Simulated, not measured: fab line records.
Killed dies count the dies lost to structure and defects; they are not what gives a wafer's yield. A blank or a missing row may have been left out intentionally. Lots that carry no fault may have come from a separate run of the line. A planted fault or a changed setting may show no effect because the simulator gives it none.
fab line records / flow n5Finfet
record lots=4 wafers=12 lastDay=19
route steps=1938 shown BEOL_M4@1099 BEOL_M5@1112 BEOL_M6@1251 PASSIVATION@1936
lots that met no fault: from a run of the same line without faults
startH: hours from the record's opening day to when the first of the lot's shown wafers began / waitH: how many hours have passed since the lot's step before this one / " identical to the entry in the row above / L1.1+2: a single row standing in for several wafers / - no value present, or no start provided / * or withheld: withheld / < > ~ a bound
route shown NAME@n: names a module that has steps shown in the file, with the first one's number in the route / usual: average and standard deviation across the fault-free wafers / same: alike in all rows / chamber/n: place in a boat / sites: the reading at each site / _std_site: standard deviation across them / _edge_site: the outer-site mean with the inner-site mean subtracted / radiusMm: for every site, how far away it sits from the centre of the wafer / mask NAME#n: copy n / behind: tool/chamber where the wafer was last shaped / hold: the reason the lot was held/the length of the hold in hours/how it ended / device: names the non-switching transistor (n, p or np) / end of line: the route-end tests of the same wafers / a step given without rows: its recipe and nothing more / killed: dies lost to structure and defects at the first sort, not the wafer's yield / map: per-die view of a wafer (x killed, . not killed, _ where there is no die)
set.NAME: the setting as run; set.NAME@STEP: as run at that earlier step / model.NAME: the simulator's own value behind a step, which no gauge read
lots at selected steps of the route; one table per step, one row per wafer
services: when a tool's chamber went out of use (startH, in hours from the record's first day, below 0 if earlier), for how many hours, and the reason
## steps
# step N5_BEOL_M4_ANNEAL_95
# recipe tempC=400 timeS=240 ambient=vacuum
# step N5_BEOL_M4_SPUTTER_96
# recipe material=Cu targetThkA=45 tempC=-20 chamberPressurePa=0.07 powerW=withheld timeS=8.29
# step N5_BEOL_M4_ECD_50
# recipe material=Cu targetThkA=3000
# step N5_BEOL_M4_ANNEAL_51
# recipe tempC=225 timeS=90 ambient=N2
# step N5_BEOL_M4_CMP_52
# recipe stopOn=SiOC tOverpolishS=6.8 downForcePsi=1 platenRpm=50 clearingPlatenDownForcePsi=1.5 clearingPlatenRpm=50 postCmpClean=cuAlkaline targetThkNm=40 clearingPlatenPadVelocityMS=0.99484 padVelocityMS=0.99484
# step N5_BEOL_M4_PRE_CLEAN_60
# recipe gas=NH3/H2 timeS=15 tempC=* rfPowerW=300
# step N5_BEOL_M4_CO_CAP_55
# recipe material=Co targetThkA=20 tempC=200 precursor=CCTBA/H2 pressureTorr=30 timeS=102.1
# step N5_BEOL_M4_PRE_CLEAN_56
# recipe gas=NH3 timeS=15 tempC=withheld rfPowerW=300
# step N5_BEOL_M4_DEP_57
# recipe material=SiCN targetThkA=80 tempC=withheld precursor=3MS/NH3 pressureTorr=3 rfW=202 timeS=14
# step N5_BEOL_M4_RC_MEAS_101
# usual DIBL_N=36.0/1.7 DIBL_P=36.2/1.9 IOFF_N=0.154/0.028 IOFF_P=0.21/0.036 ION_N=675/11 ION_P=463/8.3 SS_N=71.4/0.63 SS_P=73.2/0.55 VT_N=250.2/3 VT_P=-251/3.7
lot.wafer=L389.2 tool=prober-01 chamber=0 startH=276.47 waitH=0.2 DIBL_N[mV/V]=35.3 DIBL_P[mV/V]=37.1 IOFF_N[nA/um]=0.151 IOFF_P[nA/um]=0.21 ION_N[uA/um]=679 ION_P[uA/um]=471 SS_N[mV/dec]=70.7 SS_P[mV/dec]=73.5 VT_N[mV]=249.1 VT_P[mV]=-248
lot.wafer=L389.5 tool=prober-01 chamber=0 startH=276.47 waitH=0.2 DIBL_N[mV/V]=36.5 DIBL_P[mV/V]=38.7 IOFF_N[nA/um]=0.174 IOFF_P[nA/um]=0.23 ION_N[uA/um]=673 ION_P[uA/um]=462 SS_N[mV/dec]=71.1 SS_P[mV/dec]=74.4 VT_N[mV]=246.9 VT_P[mV]=-250
lot.wafer=L389.6 tool=prober-01 chamber=0 startH=276.47 waitH=0.2 DIBL_N[mV/V]=35.8 DIBL_P[mV/V]=37.8 IOFF_N[nA/um]=0.161 IOFF_P[nA/um]=0.22 ION_N[uA/um]=690 ION_P[uA/um]=473 SS_N[mV/dec]=71.5 SS_P[mV/dec]=73.3 VT_N[mV]=249.3 VT_P[mV]=-248
lot.wafer=L390.1 tool=prober-02 chamber=0 startH=281.91 waitH=0.0 DIBL_N[mV/V]=36.8 DIBL_P[mV/V]=34.9 IOFF_N[nA/um]=0.152 IOFF_P[nA/um]=0.18 ION_N[uA/um]=660 ION_P[uA/um]=448 SS_N[mV/dec]=71.8 SS_P[mV/dec]=73.0 VT_N[mV]=253.4 VT_P[mV]=-254
lot.wafer=L390.4 tool=prober-02 chamber=0 startH=281.91 waitH=0.0 DIBL_N[mV/V]=34.3 DIBL_P[mV/V]=33.4 IOFF_N[nA/um]=0.118 IOFF_P[nA/um]=0.17 ION_N[uA/um]=666 ION_P[uA/um]=458 SS_N[mV/dec]=71.0 SS_P[mV/dec]=73.1 VT_N[mV]=252.1 VT_P[mV]=-253
lot.wafer=L390.5 tool=prober-02 chamber=0 startH=281.91 waitH=0.0 DIBL_N[mV/V]=35.0 DIBL_P[mV/V]=34.5 IOFF_N[nA/um]=0.134 IOFF_P[nA/um]=0.18 ION_N[uA/um]=670 ION_P[uA/um]=461 SS_N[mV/dec]=71.5 SS_P[mV/dec]=72.9 VT_N[mV]=247.7 VT_P[mV]=-250
lot.wafer=L383.1 tool=prober-01 chamber=0 startH=306.90 waitH=0.0 DIBL_N[mV/V]=36.1 DIBL_P[mV/V]=37.7 IOFF_N[nA/um]=0.192 IOFF_P[nA/um]=0.24 ION_N[uA/um]=691 ION_P[uA/um]=470 SS_N[mV/dec]=72.3 SS_P[mV/dec]=74.3 VT_N[mV]=246.1 VT_P[mV]=-250
lot.wafer=L383.2 tool=prober-01 chamber=0 startH=306.90 waitH=0.0 DIBL_N[mV/V]=35.2 DIBL_P[mV/V]=36.8 IOFF_N[nA/um]=0.161 IOFF_P[nA/um]=0.22 ION_N[uA/um]=682 ION_P[uA/um]=468 SS_N[mV/dec]=71.5 SS_P[mV/dec]=74.2 VT_N[mV]=249.8 VT_P[mV]=-252
lot.wafer=L383.5 tool=prober-01 chamber=0 startH=306.90 waitH=0.0 DIBL_N[mV/V]=34.1 DIBL_P[mV/V]=35.4 IOFF_N[nA/um]=0.134 IOFF_P[nA/um]=0.19 ION_N[uA/um]=678 ION_P[uA/um]=466 SS_N[mV/dec]=71.5 SS_P[mV/dec]=73.2 VT_N[mV]=254.3 VT_P[mV]=-252
lot.wafer=L399.3 tool=prober-02 chamber=0 startH=339.73 waitH=0.3 DIBL_N[mV/V]=35.9 DIBL_P[mV/V]=36.0 IOFF_N[nA/um]=0.158 IOFF_P[nA/um]=0.23 ION_N[uA/um]=666 ION_P[uA/um]=465 SS_N[mV/dec]=71.2 SS_P[mV/dec]=73.2 VT_N[mV]=251.2 VT_P[mV]=-248
lot.wafer=L399.5 tool=prober-02 chamber=0 startH=339.73 waitH=0.3 DIBL_N[mV/V]=37.8 DIBL_P[mV/V]=36.5 IOFF_N[nA/um]=0.185 IOFF_P[nA/um]=0.22 ION_N[uA/um]=672 ION_P[uA/um]=454 SS_N[mV/dec]=72.3 SS_P[mV/dec]=74.1 VT_N[mV]=249.1 VT_P[mV]=-250
lot.wafer=L399.6 tool=prober-02 chamber=0 startH=339.73 waitH=0.3 DIBL_N[mV/V]=36.9 DIBL_P[mV/V]=36.5 IOFF_N[nA/um]=0.172 IOFF_P[nA/um]=0.23 ION_N[uA/um]=682 ION_P[uA/um]=468 SS_N[mV/dec]=72.4 SS_P[mV/dec]=73.1 VT_N[mV]=246.2 VT_P[mV]=-250
# step N5_BEOL_M5_ILD_DEP_00
# recipe material=SiCOH_lowk targetThkA=1406.4 tempC=300 precursor=DEMS/porogen pressureTorr=5 rfW=500 timeS=25.9
# step N5_BEOL_M5_CURE_79
# recipe tempC=385 timeS=240 ambient=He/Ar material=SiCOH_lowk
# step N5_BEOL_M5_PECVD_70
# recipe material=SiO2 targetThkA=160 tempC=400 precursor=TEOS/O2 pressureTorr=5.5 rfW=450 teosFlowSccm=53.8 gas=O2 flowSccm=3000 timeS=18
# step N5_BEOL_M5_HM_DEP_02
# recipe material=TiN targetThkA=200 tempC=25 chamberPressurePa=0.49996
# step N5_BEOL_M5_COAT_59
# recipe resist=SOC tempC=250 timeS=60 spinRpm=1500 resistThkNm=60
# step N5_BEOL_M5_COAT_60
# recipe resist=SiARC tempC=220 timeS=60 spinRpm=1500 resistThkNm=12
# step N5_BEOL_M5_COAT_71
# recipe resist=underlayer tempC=205 timeS=60 spinRpm=1500 resistThkNm=5
# step N5_BEOL_M5_COAT_05
# recipe resist=CAR-EUV spinRpm=1500 resistThkNm=30
# step N5_BEOL_M5_EBR_07
# recipe solvent=PGMEA ebrWidthMm=1.5
# step N5_BEOL_M5_SOFTBAKE_06
# recipe tempC=110 timeS=60 resist=CAR-EUV
# step N5_BEOL_M5_EXPOSE_08
# recipe maskId=M5 na=0.33 sourceShape=annular sigmaInner=0.4 sigmaOuter=0.8 polarization=unpolarized targetCdNm=28 doseMj=35.75
# step N5_BEOL_M5_PEB_09
# recipe pebTempC=100 pebTimeS=60 resist=CAR-EUV
# step N5_BEOL_M5_DEVELOP_10
# recipe developTimeS=30 developer=TMAH resist=CAR-EUV rinseLiquid=surfactantRinse dry=airSpin devTempC=23
# step N5_BEOL_M5_DESCUM_16
# recipe chemistry=O2 timeS=7 sourcePowerW=50 biasPowerW=20 pressureMtorr=20 rfFrequencyHz=2.712e+07 tempC=40 resist=CAR-EUV o2FlowSccm=225
# step N5_BEOL_M5_ETCH_72
# recipe chemistry=N2/H2 target=underlayer targetDepthA=65 maskMaterial=CAR-EUV timeS=5.2 ionEnergyEv=200 pressureMtorr=30 sourceW=840 biasW=150 n2FlowSccm=200 h2FlowSccm=200 ends=cleared
# step N5_BEOL_M5_ETCH_61
# recipe chemistry=CF4 target=SiARC targetDepthA=156 maskMaterial=CAR-EUV timeS=26 ionEnergyEv=80 pressureMtorr=40 sourceW=545 biasW=36 Ar_flow_sccm=100 cf4FlowSccm=100 ends=cleared
# step N5_BEOL_M5_ETCH_62
# recipe chemistry=N2/H2 target=SOC targetDepthA=750 overetchA=150 maskMaterial=SiARC tempC=40 timeS=112.5 ionEnergyEv=200 pressureMtorr=30 sourceW=840 biasW=150 n2FlowSccm=200 h2FlowSccm=200
# step N5_BEOL_M5_STRIP_63
# recipe chemistry=N2/H2 tempC=40 n2FlowSccm=200 h2FlowSccm=200 rfFrequencyHz=6e+07
# step N5_BEOL_M5_STRIP_73
# recipe chemistry=N2/H2 tempC=40 n2FlowSccm=200 h2FlowSccm=200 rfFrequencyHz=6e+07
# step N5_BEOL_M5_STRIP_64
# recipe chemistry=CF4 resist=SiARC powerW=300 biasPowerW=75 pressureMtorr=50 cf4FlowSccm=150 rfFrequencyHz=6e+07
# step N5_BEOL_M5_HM_OPEN_17
# recipe chemistry=Cl2/BCl3 targetDepthA=200 overetchA=60 target=TiN maskMaterial=SOC ionEnergyEv=150 pressureMtorr=10 icpW=1000 biasW=126 Cl2_flow_sccm=53.25 bcl3FlowSccm=21.75 Ar_flow_sccm=25
# step N5_BEOL_M5_STRIP_19
# recipe chemistry=O2 powerW=400 tempC=40 pressureMtorr=30 rfFrequencyHz=6e+07 biasPowerW=0 overashFraction=0.2 o2FlowSccm=225
# step N5_BEOL_M5_COAT_65
# recipe resist=SOC tempC=250 timeS=60 spinRpm=1500 resistThkNm=60
# step N5_BEOL_M5_COAT_66
# recipe resist=SiARC tempC=220 timeS=60 spinRpm=1500 resistThkNm=12
# step N5_BEOL_M6_ALD_77
# recipe material=TaN targetThkA=20 tempC=275 aldPrecursorFamily=PDMAT aldCoReactant=NH3 pressureTorr=3 carrierFlowSccm=1500 pulseTimeS=2 purgeTimeS=3 coReactantPurgeTimeS=2 coReactantPulseTimeS=3 aldCycles=40 precursorVesselTempC=75 precursorVesselPressureTorr=26.25 precursorVesselCarrierSccm=1000
# usual aldCycles=40/0 chamberPressureTorr=3.001/0.0066 heaterPowerW=415/42
lot.wafer=L389.2 tool=aldMetal-02 chamber=2 startH=296.14 waitH=0.0 aldCycles=- chamberPressureTorr=- heaterPowerW=-
lot.wafer=L389.5 tool=aldMetal-02 chamber=0 startH=296.14 waitH=0.0 aldCycles=- chamberPressureTorr=- heaterPowerW=-
lot.wafer=L389.6 tool=aldMetal-02 chamber=3 startH=296.14 waitH=0.0 aldCycles=- chamberPressureTorr=- heaterPowerW=-
lot.wafer=L390.1 tool=aldMetal-04 chamber=1 startH=303.05 waitH=0.0 aldCycles=- chamberPressureTorr=- heaterPowerW=-
lot.wafer=L390.4 tool=aldMetal-04 chamber=2 startH=303.05 waitH=0.0 aldCycles=- chamberPressureTorr=- heaterPowerW=-
lot.wafer=L390.5 tool=aldMetal-04 chamber=0 startH=303.05 waitH=0.0 aldCycles=- chamberPressureTorr=- heaterPowerW=-
lot.wafer=L383.1 tool=aldMetal-02 chamber=3 startH=330.15 waitH=0.0 aldCycles=40 chamberPressureTorr=3.000 heaterPowerW=420
lot.wafer=L383.2 tool=aldMetal-02 chamber=1 startH=330.15 waitH=0.0 aldCycles=40 chamberPressureTorr=3.007 heaterPowerW=457
lot.wafer=L383.5 tool=aldMetal-02 chamber=0 startH=330.15 waitH=0.0 aldCycles=40 chamberPressureTorr=2.989 heaterPowerW=489
lot.wafer=L399.3 tool=aldMetal-01 chamber=1 startH=359.62 waitH=0.0 aldCycles=40 chamberPressureTorr=3.005 heaterPowerW=401
lot.wafer=L399.5 tool=aldMetal-01 chamber=3 startH=359.62 waitH=0.0 aldCycles=40 chamberPressureTorr=3.000 heaterPowerW=325
lot.wafer=L399.6 tool=aldMetal-01 chamber=0 startH=359.62 waitH=0.0 aldCycles=40 chamberPressureTorr=3.006 heaterPowerW=404
# step N5_BEOL_M6_CMP_52
# recipe stopOn=SiCOH_lowk tOverpolishS=6.9 downForcePsi=1 platenRpm=50 clearingPlatenDownForcePsi=1.5 clearingPlatenRpm=50 postCmpClean=cuAlkaline targetThkNm=80 clearingPlatenPadVelocityMS=0.99484 padVelocityMS=0.99484
# usual barrierFieldEndpointS=29.2/0.73 motorCurrentA=6.1/0.37 retainingRingPressureFrac=1.000/0.0049
lot.wafer=L389.2 tool=cmp-01 chamber=1 startH=297.23 waitH=0.2 barrierFieldEndpointS=26.4 motorCurrentA=6.1 retainingRingPressureFrac=0.995
lot.wafer=L389.6 tool=cmp-01 chamber=0 startH=297.23 waitH=0.2 barrierFieldEndpointS=26.8 motorCurrentA=6.3 retainingRingPressureFrac=0.998
lot.wafer=L389.5 tool=cmp-01 chamber=1 startH=297.23 waitH=0.2 barrierFieldEndpointS=26.5 motorCurrentA=6.3 retainingRingPressureFrac=0.998
lot.wafer=L390.4 tool=cmp-01 chamber=2 startH=305.70 waitH=0.1 barrierFieldEndpointS=26.4 motorCurrentA=6.0 retainingRingPressureFrac=1.001
lot.wafer=L390.1 tool=cmp-01 chamber=0 startH=305.70 waitH=0.1 barrierFieldEndpointS=26.3 motorCurrentA=6.3 retainingRingPressureFrac=1.004
lot.wafer=L390.5 tool=cmp-01 chamber=2 startH=305.70 waitH=0.1 barrierFieldEndpointS=26.8 motorCurrentA=6.6 retainingRingPressureFrac=0.997
lot.wafer=L383.1 tool=cmp-03 chamber=2 startH=331.15 waitH=0.3 barrierFieldEndpointS=28.9 motorCurrentA=6.0 retainingRingPressureFrac=0.995
lot.wafer=L383.2 tool=cmp-03 chamber=3 startH=331.15 waitH=0.3 barrierFieldEndpointS=29.1 motorCurrentA=6.4 retainingRingPressureFrac=0.990
lot.wafer=L383.5 tool=cmp-03 chamber=2 startH=331.15 waitH=0.3 barrierFieldEndpointS=29.3 motorCurrentA=6.4 retainingRingPressureFrac=1.000
lot.wafer=L399.3 tool=cmp-03 chamber=0 startH=361.22 waitH=0.3 barrierFieldEndpointS=29.1 motorCurrentA=5.7 retainingRingPressureFrac=1.001
lot.wafer=L399.5 tool=cmp-03 chamber=1 startH=361.22 waitH=0.3 barrierFieldEndpointS=28.2 motorCurrentA=6.4 retainingRingPressureFrac=1.002
lot.wafer=L399.6 tool=cmp-03 chamber=2 startH=361.22 waitH=0.3 barrierFieldEndpointS=29.2 motorCurrentA=6.4 retainingRingPressureFrac=1.001
# step N5_PASSIVATION_PROBE_49
# usual defectLimitedYield=90.9/1.4 killed_at_M0_to_M3=38/11 killed_at_M4_up=13/5.9 killedAtContacts=14/6.4 killedAtFrontEnd=38/11 killedAtOther=3.3/2.5 killedDies=107/16 killedOnRim=14/3.6 killedOpen=70/12 killedShort=35/7.7 sort_bin_4_leakage=0.00/0.007 sort_bin_5_function=5.3/0.94 sort_bin_6_memory=3.5/0.7 sortNPass=1073/16 sortYieldPct=90.9/1.4
# same grossDies=1180 killedAtBackSide=0 sort_bin_8_speed[%]=0
lot.wafer=L389.2 tool=prober-01 chamber=- startH=395.17 waitH=0.1 defectLimitedYield[%]=0 killed_at_M0_to_M3=46 killed_at_M4_up=1081 killedAtContacts=9 killedAtFrontEnd=38 killedAtOther=6 killedDies=1180 killedOnRim=152 killedOpen=78 killedShort=31 sort_bin_4_leakage[%]=90.51 sort_bin_5_function[%]=5.3 sort_bin_6_memory[%]=3.6 sortNPass=0 sortYieldPct[%]=0
lot.wafer=L389.5 tool=prober-01 chamber=- startH=395.32 waitH=0.2 defectLimitedYield[%]=0 killed_at_M0_to_M3=44 killed_at_M4_up=1090 killedAtContacts=11 killedAtFrontEnd=34 killedAtOther=1 killedDies=1180 killedOnRim=152 killedOpen=70 killedShort=33 sort_bin_4_leakage[%]=91.19 sort_bin_5_function[%]=5.0 sort_bin_6_memory[%]=3.6 sortNPass=0 sortYieldPct[%]=0
lot.wafer=L389.6 tool=prober-01 chamber=- startH=395.37 waitH=0.3 defectLimitedYield[%]=0 killed_at_M0_to_M3=40 killed_at_M4_up=1075 killedAtContacts=23 killedAtFrontEnd=36 killedAtOther=6 killedDies=1180 killedOnRim=152 killedOpen=75 killedShort=41 sort_bin_4_leakage[%]=90.08 sort_bin_5_function[%]=6.4 sort_bin_6_memory[%]=3.2 sortNPass=0 sortYieldPct[%]=0
lot.wafer=L390.1 tool=prober-02 chamber=- startH=395.80 waitH=0.0 defectLimitedYield[%]=0 killed_at_M0_to_M3=37 killed_at_M4_up=1106 killedAtContacts=4 killedAtFrontEnd=31 killedAtOther=2 killedDies=1180 killedOnRim=152 killedOpen=77 killedShort=32 sort_bin_4_leakage[%]=90.68 sort_bin_5_function[%]=6.1 sort_bin_6_memory[%]=2.7 sortNPass=0 sortYieldPct[%]=0
lot.wafer=L390.4 tool=prober-02 chamber=- startH=395.95 waitH=0.2 defectLimitedYield[%]=0 killed_at_M0_to_M3=35 killed_at_M4_up=1076 killedAtContacts=16 killedAtFrontEnd=51 killedAtOther=2 killedDies=1180 killedOnRim=152 killedOpen=84 killedShort=40 sort_bin_4_leakage[%]=89.41 sort_bin_5_function[%]=5.8 sort_bin_6_memory[%]=4.3 sortNPass=0 sortYieldPct[%]=0
lot.wafer=L390.5 tool=prober-02 chamber=- startH=396.00 waitH=0.2 defectLimitedYield[%]=0 killed_at_M0_to_M3=52 killed_at_M4_up=1092 killedAtContacts=11 killedAtFrontEnd=25 killedAtOther=0 killedDies=1180 killedOnRim=152 killedOpen=77 killedShort=29 sort_bin_4_leakage[%]=91.02 sort_bin_5_function[%]=5.8 sort_bin_6_memory[%]=2.7 sortNPass=0 sortYieldPct[%]=0
# killed by level:class
L389.2 BEOL_M6:areaAld=1066 BEOL_M2:geometricParticle:open=17 MOL_CONTACT_COAG:geometricParticle:open=9 BEOL_M0_SAQP:geometricParticle:open=8 STI_FIN_REVEAL:geometricParticle:open=7 FIN_SAQP:geometricParticle:short=6 BEOL_M1:geometricParticle:open=5 FIN_SAQP:geometricParticle:open=4
L389.5 BEOL_M6:areaAld=1073 BEOL_M3:geometricParticle:open=9 MOL_CONTACT_COAG:geometricParticle:open=9 BEOL_M2:geometricParticle:open=9 BEOL_M0_SAQP:geometricParticle:open=8 FIN_SAQP:geometricParticle:open=7 BEOL_M3:geometricParticle:short=7 GATE_CUT:geometricParticle:short=6
L389.6 BEOL_M6:areaAld=1059 MOL_CONTACT_COAG:geometricParticle:open=16 BEOL_M2:geometricParticle:open=12 BEOL_M3:geometricParticle:open=8 MOL_CONTACT_COAG:geometricParticle:short=7 BEOL_M0_SAQP:geometricParticle:open=6 BEOL_M0_SAQP:geometricParticle:short=5 STI_FIN_REVEAL:geometricParticle:open=4
L390.1 BEOL_M6:areaAld=1067 BEOL_M4:geometricParticle:open=21 DUMMY_GATE:geometricParticle:open=9 BEOL_M2:geometricParticle:open=9 BEOL_M4:geometricParticle:short=8 BEOL_M0_SAQP:geometricParticle:short=7 STI_FIN_REVEAL:geometricParticle:open=6 BEOL_M1:geometricParticle:open=6
L390.4 BEOL_M6:areaAld=1052 STI_FIN_REVEAL:geometricParticle:open=16 MOL_CONTACT_COAG:geometricParticle:open=15 BEOL_M3:geometricParticle:open=8 BEOL_M4:geometricParticle:open=7 BEOL_M4:geometricParticle:short=7 FIN_SAQP:geometricParticle:open=6 FIN_SAQP:geometricParticle:short=6
L390.5 BEOL_M6:areaAld=1071 BEOL_M3:geometricParticle:open=15 BEOL_M4:geometricParticle:open=14 MOL_CONTACT_COAG:geometricParticle:open=11 FIN_SAQP:geometricParticle:short=7 BEOL_M0_SAQP:geometricParticle:short=7 BEOL_M2:geometricParticle:open=7 FIN_SAQP:geometricParticle:open=6
# map L389.2 (x killed, . not)
_________________xxxxxxxxxxxx________________
______________xxxxxxxxxxxxxxxxxx_____________
___________xxxxxxxxxxxxxxxxxxxxxxxx__________
__________xxxxxxxxxxxxxxxxxxxxxxxxxx_________
________xxxxxxxxxxxxxxxxxxxxxxxxxxxxxx_______
_______xxxxxxxxxxxxxxxxxxxxxxxxxxxxxxxx______
______xxxxxxxxxxxxxxxxxxxxxxxxxxxxxxxxxx_____
_____xxxxxxxxxxxxxxxxxxxxxxxxxxxxxxxxxxxx____
____xxxxxxxxxxxxxxxxxxxxxxxxxxxxxxxxxxxxxx___
___xxxxxxxxxxxxxxxxxxxxxxxxxxxxxxxxxxxxxxxx__
___xxxxxxxxxxxxxxxxxxxxxxxxxxxxxxxxxxxxxxxx__
__xxxxxxxxxxxxxxxxxxxxxxxxxxxxxxxxxxxxxxxxxx_
__xxxxxxxxxxxxxxxxxxxxxxxxxxxxxxxxxxxxxxxxxx_
_xxxxxxxxxxxxxxxxxxxxxxxxxxxxxxxxxxxxxxxxxxxx
_xxxxxxxxxxxxxxxxxxxxxxxxxxxxxxxxxxxxxxxxxxxx
_xxxxxxxxxxxxxxxxxxxxxxxxxxxxxxxxxxxxxxxxxxxx
_xxxxxxxxxxxxxxxxxxxxxxxxxxxxxxxxxxxxxxxxxxxx
_xxxxxxxxxxxxxxxxxxxxxxxxxxxxxxxxxxxxxxxxxxxx
_xxxxxxxxxxxxxxxxxxxxxxxxxxxxxxxxxxxxxxxxxxxx
_xxxxxxxxxxxxxxxxxxxxxxxxxxxxxxxxxxxxxxxxxxxx
_xxxxxxxxxxxxxxxxxxxxxxxxxxxxxxxxxxxxxxxxxxxx
__xxxxxxxxxxxxxxxxxxxxxxxxxxxxxxxxxxxxxxxxxx_
__xxxxxxxxxxxxxxxxxxxxxxxxxxxxxxxxxxxxxxxxxx_
___xxxxxxxxxxxxxxxxxxxxxxxxxxxxxxxxxxxxxxxx__
___xxxxxxxxxxxxxxxxxxxxxxxxxxxxxxxxxxxxxxxx__
____xxxxxxxxxxxxxxxxxxxxxxxxxxxxxxxxxxxxxx___
_____xxxxxxxxxxxxxxxxxxxxxxxxxxxxxxxxxxxx____
______xxxxxxxxxxxxxxxxxxxxxxxxxxxxxxxxxx_____
_______xxxxxxxxxxxxxxxxxxxxxxxxxxxxxxxx______
________xxxxxxxxxxxxxxxxxxxxxxxxxxxxxx_______
__________xxxxxxxxxxxxxxxxxxxxxxxxxx_________
___________xxxxxxxxxxxxxxxxxxxxxxxx__________
______________xxxxxxxxxxxxxxxxxx_____________
_________________xxxxxxxxxxxx________________
# map L390.1 (x killed, . not)
_________________xxxxxxxxxxxx________________
______________xxxxxxxxxxxxxxxxxx_____________
___________xxxxxxxxxxxxxxxxxxxxxxxx__________
__________xxxxxxxxxxxxxxxxxxxxxxxxxx_________
________xxxxxxxxxxxxxxxxxxxxxxxxxxxxxx_______
_______xxxxxxxxxxxxxxxxxxxxxxxxxxxxxxxx______
______xxxxxxxxxxxxxxxxxxxxxxxxxxxxxxxxxx_____
_____xxxxxxxxxxxxxxxxxxxxxxxxxxxxxxxxxxxx____
____xxxxxxxxxxxxxxxxxxxxxxxxxxxxxxxxxxxxxx___
___xxxxxxxxxxxxxxxxxxxxxxxxxxxxxxxxxxxxxxxx__
___xxxxxxxxxxxxxxxxxxxxxxxxxxxxxxxxxxxxxxxx__
__xxxxxxxxxxxxxxxxxxxxxxxxxxxxxxxxxxxxxxxxxx_
__xxxxxxxxxxxxxxxxxxxxxxxxxxxxxxxxxxxxxxxxxx_
_xxxxxxxxxxxxxxxxxxxxxxxxxxxxxxxxxxxxxxxxxxxx
_xxxxxxxxxxxxxxxxxxxxxxxxxxxxxxxxxxxxxxxxxxxx
_xxxxxxxxxxxxxxxxxxxxxxxxxxxxxxxxxxxxxxxxxxxx
_xxxxxxxxxxxxxxxxxxxxxxxxxxxxxxxxxxxxxxxxxxxx
_xxxxxxxxxxxxxxxxxxxxxxxxxxxxxxxxxxxxxxxxxxxx
_xxxxxxxxxxxxxxxxxxxxxxxxxxxxxxxxxxxxxxxxxxxx
_xxxxxxxxxxxxxxxxxxxxxxxxxxxxxxxxxxxxxxxxxxxx
_xxxxxxxxxxxxxxxxxxxxxxxxxxxxxxxxxxxxxxxxxxxx
__xxxxxxxxxxxxxxxxxxxxxxxxxxxxxxxxxxxxxxxxxx_
__xxxxxxxxxxxxxxxxxxxxxxxxxxxxxxxxxxxxxxxxxx_
___xxxxxxxxxxxxxxxxxxxxxxxxxxxxxxxxxxxxxxxx__
___xxxxxxxxxxxxxxxxxxxxxxxxxxxxxxxxxxxxxxxx__
____xxxxxxxxxxxxxxxxxxxxxxxxxxxxxxxxxxxxxx___
_____xxxxxxxxxxxxxxxxxxxxxxxxxxxxxxxxxxxx____
______xxxxxxxxxxxxxxxxxxxxxxxxxxxxxxxxxx_____
_______xxxxxxxxxxxxxxxxxxxxxxxxxxxxxxxx______
________xxxxxxxxxxxxxxxxxxxxxxxxxxxxxx_______
__________xxxxxxxxxxxxxxxxxxxxxxxxxx_________
___________xxxxxxxxxxxxxxxxxxxxxxxx__________
______________xxxxxxxxxxxxxxxxxx_____________
_________________xxxxxxxxxxxx________________
## services
tool=aldMetal-02 chamber=- startH=272.63 hours=8.7 kind=pm
tool=aldMetal-04 chamber=3 startH=303.04 hours=30.8 kind=repair
tool=aldMetal-01 chamber=- startH=337.25 hours=14.0 kind=pm
tool=aldMetal-01 chamber=0 startH=337.25 hours=14.0 kind=ventCycle
tool=aldMetal-01 chamber=1 startH=337.25 hours=14.0 kind=ventCycle
tool=aldMetal-01 chamber=2 startH=337.25 hours=14.0 kind=ventCycle
tool=aldMetal-01 chamber=3 startH=337.25 hours=14.0 kind=ventCycle
tool=aldMetal-01 chamber=0 startH=351.25 hours=- kind=clean
tool=aldMetal-01 chamber=1 startH=351.25 hours=- kind=clean
tool=aldMetal-01 chamber=2 startH=351.25 hours=- kind=clean
tool=aldMetal-01 chamber=3 startH=351.25 hours=- kind=clean
tool=cmp-01 chamber=- startH=353.80 hours=0.7 kind=repair
tool=aldMetal-04 chamber=0 startH=354.41 hours=20.4 kind=repair
tool=aldMetal-02 chamber=3 startH=356.86 hours=43.2 kind=repair
## key
firstSign step=N5_BEOL_M6_ALD_77 reading=toolRecord direction=missing
effect step=N5_BEOL_M6_CMP_52 reading=barrierFieldEndpointS direction=down sigmas=3.6 usual=29.2 struck=26.5
effect step=N5_PASSIVATION_PROBE_49 reading=sort_bin_4_leakage direction=up sigmas=99+ usual=0.00 struck=90.48
moreKillsBornAt N5_BEOL_M6_ALD_77@aldMetal-02=3206 N5_BEOL_M6_ALD_77@aldMetal-04=3199
metAt N5_BEOL_M6_ALD_77
struckWafers L389.2,L389.5,L389.6,L390.1,L390.4,L390.5
laterRowsLeftOut L389.2,L389.5,L389.6,L390.1,L390.4,L390.5
fault kind=skippedStepWhole tool=aldMetal-02,aldMetal-04 chamber=- onsetH=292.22 steps=N5_BEOL_M6_ALD_77 scope=struckLotsOnly
# laterRowsLeftOut: the simulator's readings of these wafers behind a module that went badly wrong aren't trusted and aren't shown, but for the sort
